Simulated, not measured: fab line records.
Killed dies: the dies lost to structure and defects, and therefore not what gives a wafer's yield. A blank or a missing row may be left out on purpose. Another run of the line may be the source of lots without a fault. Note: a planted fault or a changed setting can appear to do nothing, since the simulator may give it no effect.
fab line records + flow nand_harc
[record]
- lots = 13
- wafers = 39
- last_day = 33
route steps=1302 shown P_M2@343 P_BONDPAD@364 A_SOURCE_PLATE@418 END@1302
lots untouched by any fault: they come from a run of this same line in which no faults occurred
start_h: hours from the record's first day to the start of the lot's first wafer shown + wait_h: hours since the lot's step before + " unchanged from the row above + L1.1+2: one row covering several wafers at once + - value missing, or start not given + * or withheld: withheld + < > ~ a bound
route shown NAME@n: a module of which the file shows steps, and the number in the route of the first + usual: mean/standard deviation of fault-free wafers + same: alike in all rows + chamber/n: place in a boat + sites: readings site by site + _std_site: their standard deviation + _edge_site: inner sites' mean taken away from outer sites' mean + radius_mm: for every site, how far away it sits from the centre of the wafer + mask NAME#n: copy n + behind: the last tool/chamber to shape the wafer + hold: why the lot went on hold/how many hours it stayed there/how the hold came to an end + device: which transistor (n, p or np) failed to switch + end of line: the route-end tests of the same wafers + a step given without rows: its recipe and nothing more + killed: at the first sort, the dies lost to defects and structure; wafer yield is something else + map: shows each die of a wafer: x if killed, . if not, _ if none is there
set.NAME: the setting that was run; set.NAME@STEP: the one run at that earlier step + model.NAME: the simulator's own value behind a step, which no gauge read
a sample of lots followed through the steps of the route, with each step as a table and each wafer as a row
services: from which hour (start_h, from the record's first day; less than 0 if before it) a tool's chamber was out of use, for how many hours, and why
[[steps]]
[step NHARC_P_M2_ANNEAL_31]
[recipe]
- temp_c = 225
- time_s = 90
[usual]
- wafer_temp_C_max = 225.80/0.23
| lot.wafer | tool          | chamber | start_h | wait_h | wafer_temp_C_max |
|-----------|---------------|---------|---------|--------|------------------|
| L491.1    | rtp_anneal-02 | 0       | 127.35  | 0.3    | 225.59           |
| L491.3    | "             | 0       | "       | "      | 225.79           |
| L491.5    | "             | 0       | "       | "      | 225.71           |
| L492.2    | rtp_anneal-02 | 0       | 142.11  | 0.4    | 225.65           |
| L492.3    | "             | 0       | "       | "      | 226.03           |
| L492.4    | "             | 0       | "       | "      | 226.31           |
| L493.1    | rtp_anneal-02 | 0       | 151.46  | -      | 225.46           |
| L493.3    | "             | 0       | "       | "      | 225.56           |
| L493.4    | "             | 0       | "       | "      | 225.69           |
| L495.1    | rtp_anneal-02 | 0       | 171.37  | -      | 225.82           |
| L495.2    | "             | 0       | "       | "      | 225.63           |
| L495.3    | "             | 0       | "       | "      | 226.04           |
| L496.1    | rtp_anneal-02 | 0       | 186.23  | 0.3    | 225.70           |
| L496.4    | "             | 0       | "       | "      | 226.09           |
| L496.6    | "             | 0       | "       | "      | 226.06           |
| L499.2    | rtp_anneal-02 | 0       | 208.06  | -      | 225.72           |
| L499.3    | "             | 0       | "       | "      | 225.73           |
| L499.6    | "             | 0       | "       | "      | 226.00           |
| L505.1    | rtp_anneal-01 | 0       | 279.33  | -      | 226.02           |
| L505.2    | "             | 0       | "       | "      | 226.03           |
| L505.3    | "             | 0       | "       | "      | 226.10           |
| L506.1    | rtp_anneal-01 | 0       | 290.48  | 0.3    | 225.66           |
| L506.4    | "             | 0       | "       | "      | 226.09           |
| L506.6    | "             | 0       | "       | "      | 226.25           |
| L509.1    | rtp_anneal-01 | 0       | 315.24  | 0.3    | 226.18           |
| L509.3    | "             | 0       | "       | "      | 225.79           |
| L509.6    | "             | 0       | "       | "      | 226.09           |
| L510.3    | rtp_anneal-02 | 0       | 325.70  | 0.3    | 225.58           |
| L510.4    | "             | 0       | "       | "      | 225.85           |
| L510.5    | "             | 0       | "       | "      | 225.58           |
| L512.1    | rtp_anneal-02 | 0       | 342.94  | 0.3    | 225.61           |
| L512.2    | "             | 0       | "       | "      | 225.69           |
| L512.3    | "             | 0       | "       | "      | 225.37           |
| L513.3    | rtp_anneal-02 | 0       | 350.53  | -      | 225.87           |
| L513.4    | "             | 0       | "       | "      | 225.71           |
| L513.6    | "             | 0       | "       | "      | 225.70           |
| L514.1    | rtp_anneal-02 | 0       | 362.64  | -      | 225.78           |
| L514.4    | "             | 0       | "       | "      | 226.02           |
| L514.5    | "             | 0       | "       | "      | 225.79           |
[step NHARC_P_BONDPAD_CD_MEAS_09]
[recipe]
- target_cd_nm = 500
- landing_energy_ev = 500
[usual]
- cd_nm = 501/3
| lot.wafer | tool      | chamber | start_h | wait_h | cd_nm |
|-----------|-----------|---------|---------|--------|-------|
| L491.1    | cd_sem-01 | 0       | 129.97  | -      | 504   |
| L491.3    | "         | 0       | "       | "      | 506   |
| L491.5    | "         | 0       | "       | "      | 503   |
| L492.2    | cd_sem-03 | 0       | 144.51  | -      | 499   |
| L492.3    | "         | 0       | "       | "      | 505   |
| L492.4    | "         | 0       | "       | "      | 507   |
| L493.1    | cd_sem-01 | 0       | 153.93  | -      | 500   |
| L493.3    | "         | 0       | "       | "      | 502   |
| L493.4    | "         | 0       | "       | "      | 500   |
| L495.1    | cd_sem-03 | 0       | 174.04  | -      | 505   |
| L495.2    | "         | 0       | "       | "      | 501   |
| L495.3    | "         | 0       | "       | "      | 501   |
| L496.1    | cd_sem-02 | 0       | 188.98  | -      | 508   |
| L496.4    | "         | 0       | "       | "      | 503   |
| L496.6    | "         | 0       | "       | "      | 503   |
| L499.2    | cd_sem-03 | 0       | 210.47  | -      | 500   |
| L499.3    | "         | 0       | "       | "      | 503   |
| L499.6    | "         | 0       | "       | "      | 501   |
| L505.1    | cd_sem-03 | 0       | 281.91  | -      | 501   |
| L505.2    | "         | 0       | "       | "      | 497   |
| L505.3    | "         | 0       | "       | "      | 497   |
| L506.1    | cd_sem-02 | 0       | 293.26  | -      | 501   |
| L506.4    | "         | 0       | "       | "      | 502   |
| L506.6    | "         | 0       | "       | "      | 500   |
| L509.1    | cd_sem-02 | 0       | 317.84  | -      | 503   |
| L509.3    | "         | 0       | "       | "      | 502   |
| L509.6    | "         | 0       | "       | "      | 506   |
| L510.3    | cd_sem-01 | 0       | 328.19  | -      | 503   |
| L510.4    | "         | 0       | "       | "      | 501   |
| L510.5    | "         | 0       | "       | "      | 500   |
| L512.1    | cd_sem-03 | 0       | 345.54  | -      | 501   |
| L512.2    | "         | 0       | "       | "      | 499   |
| L512.3    | "         | 0       | "       | "      | 501   |
| L513.3    | cd_sem-03 | 0       | 352.91  | -      | 502   |
| L513.4    | "         | 0       | "       | "      | 499   |
| L513.6    | "         | 0       | "       | "      | 498   |
| L514.1    | cd_sem-01 | 0       | 365.25  | -      | 502   |
| L514.4    | "         | 0       | "       | "      | 505   |
| L514.5    | "         | 0       | "       | "      | 508   |
[step NHARC_P_BONDPAD_OVL_MEAS_38]
[usual]
- overlay_x_nm = 0/5.2
- overlay_y_nm = -3/5.6
| lot.wafer | tool       | chamber | start_h | wait_h | overlay_x_nm | overlay_y_nm |
|-----------|------------|---------|---------|--------|--------------|--------------|
| L491.1    | overlay-02 | -       | 130.07  | -      | 6            | 2            |
| L491.3    | "          | -       | "       | "      | 6            | 2            |
| L491.5    | "          | -       | "       | "      | 7            | 2            |
| L492.2    | overlay-02 | -       | 144.59  | -      | 12           | 1            |
| L492.3    | "          | -       | "       | "      | 13           | 1            |
| L492.4    | "          | -       | "       | "      | 13           | 1            |
| L493.1    | overlay-01 | -       | 154.02  | -      | -3           | 2            |
| L493.3    | "          | -       | "       | "      | -3           | 1            |
| L493.4    | "          | -       | "       | "      | -3           | 1            |
| L495.1    | overlay-01 | -       | 174.13  | -      | 1            | -1           |
| L495.2    | "          | -       | "       | "      | 1            | 0            |
| L495.3    | "          | -       | "       | "      | 1            | 0            |
| L496.1    | overlay-02 | -       | 189.06  | -      | -2           | 5            |
| L496.4    | "          | -       | "       | "      | -1           | 5            |
| L496.6    | "          | -       | "       | "      | -2           | 6            |
| L499.2    | overlay-02 | -       | 210.56  | -      | 4            | -1           |
| L499.3    | "          | -       | "       | "      | 4            | -2           |
| L499.6    | "          | -       | "       | "      | 4            | -2           |
| L505.1    | overlay-02 | -       | 282.00  | -      | -4           | -8           |
| L505.2    | "          | -       | "       | "      | -4           | -8           |
| L505.3    | "          | -       | "       | "      | -3           | -8           |
| L506.1    | overlay-01 | -       | 293.35  | -      | 6            | -1           |
| L506.4    | "          | -       | "       | "      | 7            | -1           |
| L506.6    | "          | -       | "       | "      | 6            | -1           |
| L509.1    | overlay-01 | -       | 317.93  | -      | 5            | 1            |
| L509.3    | "          | -       | "       | "      | 5            | 1            |
| L509.6    | "          | -       | "       | "      | 5            | 1            |
| L510.3    | overlay-01 | -       | 328.28  | -      | -9           | -10          |
| L510.4    | "          | -       | "       | "      | -9           | -10          |
| L510.5    | "          | -       | "       | "      | -9           | -10          |
| L512.1    | overlay-01 | -       | 345.63  | -      | -4           | -18          |
| L512.2    | "          | -       | "       | "      | -4           | -17          |
| L512.3    | "          | -       | "       | "      | -4           | -17          |
| L513.3    | overlay-02 | -       | 352.99  | -      | 3            | 2            |
| L513.4    | "          | -       | "       | "      | 3            | 2            |
| L513.6    | "          | -       | "       | "      | 3            | 3            |
| L514.1    | overlay-01 | -       | 365.34  | -      | 0            | -2           |
| L514.4    | "          | -       | "       | "      | 1            | -2           |
| L514.5    | "          | -       | "       | "      | 0            | -2           |
[step NHARC_A_SOURCE_PLATE_CVD_03]
[recipe]
- target_thk_a = 2000
- temp_c = 620
- pressure_mtorr = 200
- time_s = 4000
- material = poly-Si
[usual]
- spike_tc_bottom_C = 640/4.9
- spike_tc_centre_C = 620.4/1
- spike_tc_lower_C = 618.9/1.7
- spike_tc_top_C = 637/5.9
- spike_tc_upper_C = 619.8/1.5
- tube_center_temp_C = 620.00/0.066
| lot.wafer | tool          | chamber | start_h | wait_h | spike_tc_bottom_C | spike_tc_centre_C | spike_tc_lower_C | spike_tc_top_C | spike_tc_upper_C | tube_center_temp_C |
|-----------|---------------|---------|---------|--------|-------------------|-------------------|------------------|----------------|------------------|--------------------|
| L491.1    | lpcvd_poly-01 | 0       | 145.92  | -      | 644               | 621.0             | 620.0            | 647            | 620.9            | 619.97             |
| L491.3    | "             | 0       | "       | "      | 643               | 619.0             | 619.3            | 647            | 620.5            | 620.04             |
| L491.5    | "             | 0       | "       | "      | 643               | 622.6             | 620.6            | 645            | 621.1            | 619.95             |
| L492.2    | lpcvd_poly-01 | 0       | 159.79  | -      | 643               | 618.1             | 619.4            | 644            | 618.4            | 619.97             |
| L492.3    | "             | 0       | "       | "      | 645               | 621.0             | 619.9            | 644            | 620.8            | 619.99             |
| L492.4    | "             | 0       | "       | "      | 644               | 621.3             | 617.7            | 645            | 620.3            | 620.02             |
| L493.1    | lpcvd_poly-03 | 0       | 169.40  | -      | 634               | 621.3             | 616.9            | 633            | 620.2            | 619.94             |
| L493.3    | "             | 0       | "       | "      | 633               | 619.6             | 616.9            | 633            | 619.8            | 620.07             |
| L493.4    | "             | 0       | "       | "      | 633               | 619.8             | 616.3            | 633            | 619.0            | 620.02             |
| L495.1    | lpcvd_poly-03 | 0       | 188.87  | -      | 634               | 619.4             | 617.0            | 632            | 618.0            | 619.96             |
| L495.2    | "             | 0       | "       | "      | 633               | 619.3             | 617.1            | 632            | 618.0            | 619.98             |
| L495.3    | "             | 0       | "       | "      | 634               | 620.8             | 615.8            | 633            | 619.0            | 620.03             |
| L496.1    | lpcvd_poly-03 | 0       | 203.73  | -      | 634               | 620.0             | 618.3            | 632            | 618.2            | 620.05             |
| L496.4    | "             | 0       | "       | "      | 634               | 620.0             | 618.0            | 630            | 619.5            | 619.97             |
| L496.6    | "             | 0       | "       | "      | 636               | 620.3             | 618.7            | 632            | 619.5            | 620.03             |
| L499.2    | lpcvd_poly-01 | 0       | 225.61  | -      | 643               | 620.5             | 618.5            | 645            | 619.1            | 620.12             |
| L499.3    | "             | 0       | "       | "      | 644               | 620.3             | 617.9            | 645            | 620.8            | 619.99             |
| L499.6    | "             | 0       | "       | "      | 645               | 620.1             | 619.1            | 645            | 621.7            | 619.99             |
| L505.1    | lpcvd_poly-03 | 0       | 298.57  | -      | 620               | 607.8             | 606.1            | 621            | 607.0            | 607.60             |
| L505.2    | "             | 0       | "       | "      | 623               | 608.1             | 605.4            | 620            | 607.2            | 607.51             |
| L505.3    | "             | 0       | "       | "      | 622               | 607.9             | 603.9            | 620            | 606.1            | 607.56             |
| L506.1    | lpcvd_poly-03 | 0       | 309.75  | -      | 624               | 608.2             | 606.6            | 624            | 608.5            | 607.58             |
| L506.4    | "             | 0       | "       | "      | 623               | 607.6             | 604.0            | 620            | 608.1            | 607.59             |
| L506.6    | "             | 0       | "       | "      | 622               | 608.2             | 605.8            | 620            | 605.9            | 607.72             |
| L509.1    | lpcvd_poly-02 | 0       | 333.32  | -      | 641               | 620.2             | 621.1            | 632            | 623.1            | 620.00             |
| L509.3    | "             | 0       | "       | "      | 641               | 620.2             | 623.2            | 633            | 621.1            | 619.87             |
| L509.6    | "             | 0       | "       | "      | 642               | 619.9             | 623.2            | 634            | 620.6            | 620.07             |
| L510.3    | lpcvd_poly-02 | 0       | 343.14  | -      | 641               | 619.9             | 620.7            | 633            | 621.9            | 619.97             |
| L510.4    | "             | 0       | "       | "      | 642               | 619.4             | 620.9            | 634            | 622.9            | 619.92             |
| L510.5    | "             | 0       | "       | "      | 643               | 618.7             | 621.5            | 632            | 623.3            | 620.00             |
| L512.1    | lpcvd_poly-01 | 0       | 360.49  | -      | 644               | 620.8             | 618.9            | 644            | 617.5            | 620.10             |
| L512.2    | "             | 0       | "       | "      | 642               | 622.0             | 618.0            | 644            | 619.2            | 620.04             |
| L512.3    | "             | 0       | "       | "      | 645               | 620.1             | 618.1            | 645            | 619.3            | 620.04             |
| L513.3    | lpcvd_poly-02 | 0       | 367.72  | -      | 643               | 621.1             | 622.7            | 637            | 620.6            | 620.05             |
| L513.4    | "             | 0       | "       | "      | 642               | 621.9             | 620.0            | 634            | 620.5            | 620.00             |
| L513.6    | "             | 0       | "       | "      | 642               | 619.6             | 621.3            | 635            | 621.6            | 620.05             |
| L514.1    | lpcvd_poly-01 | 0       | 382.04  | -      | 644               | 621.1             | 619.0            | 647            | 619.4            | 619.91             |
| L514.4    | "             | 0       | "       | "      | 645               | 622.2             | 618.2            | 645            | 616.8            | 619.92             |
| L514.5    | "             | 0       | "       | "      | 646               | 621.4             | 617.5            | 644            | 619.1            | 619.97             |
[step NHARC_A_SOURCE_PLATE_THK_MEAS_06]
[recipe]
- thk_meas_gauge = ellipsometry
[usual]
- thk_nm = 200.3/2
| lot.wafer | tool          | chamber | start_h | wait_h | thk_nm |
|-----------|---------------|---------|---------|--------|--------|
| L491.1    | film_metro-02 | -       | 156.33  | 0.4    | 199.8  |
| L491.3    | "             | -       | "       | "      | 202.1  |
| L491.5    | "             | -       | "       | "      | 200.0  |
| L492.2    | film_metro-02 | -       | 170.25  | 0.4    | 197.7  |
| L492.3    | "             | -       | "       | "      | 199.6  |
| L492.4    | "             | -       | "       | "      | 200.2  |
| L493.1    | film_metro-02 | -       | 179.90  | 0.4    | 201.7  |
| L493.3    | "             | -       | "       | "      | 200.8  |
| L493.4    | "             | -       | "       | "      | 202.8  |
| L495.1    | film_metro-01 | -       | 200.18  | 0.4    | 199.4  |
| L495.2    | "             | -       | "       | "      | 194.7  |
| L495.3    | "             | -       | "       | "      | 199.1  |
| L496.1    | film_metro-02 | -       | 214.91  | 0.4    | 202.6  |
| L496.4    | "             | -       | "       | "      | 202.3  |
| L496.6    | "             | -       | "       | "      | 200.2  |
| L499.2    | film_metro-02 | -       | 237.66  | 0.4    | 198.1  |
| L499.3    | "             | -       | "       | "      | 197.2  |
| L499.6    | "             | -       | "       | "      | 197.3  |
| L505.1    | film_metro-01 | -       | 306.42  | 0.4    | 150.4  |
| L505.2    | "             | -       | "       | "      | 151.7  |
| L505.3    | "             | -       | "       | "      | 150.5  |
| L506.1    | film_metro-01 | -       | 324.23  | 0.4    | 151.6  |
| L506.4    | "             | -       | "       | "      | 150.8  |
| L506.6    | "             | -       | "       | "      | 152.0  |
| L509.1    | film_metro-02 | -       | 344.11  | 0.4    | 202.0  |
| L509.3    | "             | -       | "       | "      | 201.2  |
| L509.6    | "             | -       | "       | "      | 203.0  |
| L510.3    | film_metro-02 | -       | 353.54  | 0.4    | 198.9  |
| L510.4    | "             | -       | "       | "      | 199.6  |
| L510.5    | "             | -       | "       | "      | 199.3  |
| L512.1    | film_metro-01 | -       | 371.28  | 0.4    | 198.2  |
| L512.2    | "             | -       | "       | "      | 198.7  |
| L512.3    | "             | -       | "       | "      | 200.2  |
| L513.3    | film_metro-01 | -       | 380.91  | 0.4    | 199.0  |
| L513.4    | "             | -       | "       | "      | 201.4  |
| L513.6    | "             | -       | "       | "      | 198.0  |
| L514.1    | film_metro-01 | -       | 391.93  | 0.4    | 201.7  |
| L514.4    | "             | -       | "       | "      | 203.3  |
| L514.5    | "             | -       | "       | "      | 204.6  |
[step NHARC_END_SORT_01]
[recipe]
- temp_c = 25
[usual]
- killed_at_array = 56/20
- killed_at_other = 0.9/1.1
- killed_at_periphery = 3.7/3
- killed_dies = 61/21
- killed_open = 2.9/1.6
- killed_short = 2.6/1.4
[same]
- gross_dies = 677
| lot.wafer | tool      | chamber | start_h | wait_h | killed_at_array | killed_at_other | killed_at_periphery | killed_dies | killed_open | killed_short |
|-----------|-----------|---------|---------|--------|-----------------|-----------------|---------------------|-------------|-------------|--------------|
| L506.4    | prober-02 | 0       | 727.21  | 3.4    | 49              | 0               | 2                   | 51          | 2           | 3            |
// killed by level:class
L506.4 A_CHANNEL_HOLE_D1:chamber_film_flake=34 A_SLIT:chamber_film_flake=4 A_STAIRCASE:chamber_film_flake=3 A_WL_FILL:chamber_film_flake=2 A_ONON_D1:geometric_particle:open=1 A_CHANNEL_FILL_D1:geometric_particle:short=1 A_CHANNEL_FILL_D1:geometric_particle:open=1 A_DECK1_JOINT:geometric_particle:short=1
[[services]]
| tool          | chamber | start_h | hours | kind |
|---------------|---------|---------|-------|------|
| lpcvd_poly-02 | -       | 206.38  | 26.0  | pm   |
| rtp_anneal-01 | -       | 372.00  | 12.0  | pm   |
[[key]]
[first_sign]
- step = NHARC_A_SOURCE_PLATE_CVD_03
- reading = tube_center_temp_C
- direction = down
- sigmas = 99+
- usual = *
- struck = *
[effect]
- step = NHARC_A_SOURCE_PLATE_CVD_03
- reading = spike_tc_centre_C
- direction = down
- sigmas = 12
- usual = 620.4
- struck = 608.0
[effect]
- step = NHARC_A_SOURCE_PLATE_THK_MEAS_06
- reading = thk_nm
- direction = down
- sigmas = 25
- usual = 200.3
- struck = 151.2
met_at NHARC_A_SOURCE_PLATE_CVD_03
struck_lots L505,L506
tester_left_out L505,L506
not_acting_at NHARC_P_M2_ANNEAL_31,NHARC_P_BONDPAD_CD_MEAS_09,NHARC_P_BONDPAD_OVL_MEAS_38
onset_between 203.73 298.57
[fault]
- kind = process_parameter_drift
- tool = lpcvd_poly-03
- chamber = -
- onset_h = 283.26
- steps = NHARC_A_SOURCE_PLATE_CVD_03
- channel = temp_c
- offset = *
- shape = step
- end_h = 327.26
- acts_in = *
- stated = *
// tester_left_out: of these lots the tester's yield and bins aren't shown, on N5 and GAA mostly nor the transistor test; their killed dies are dies lost to structure and defects alone, not to doping, threshold or leakage, so they don't give the yield
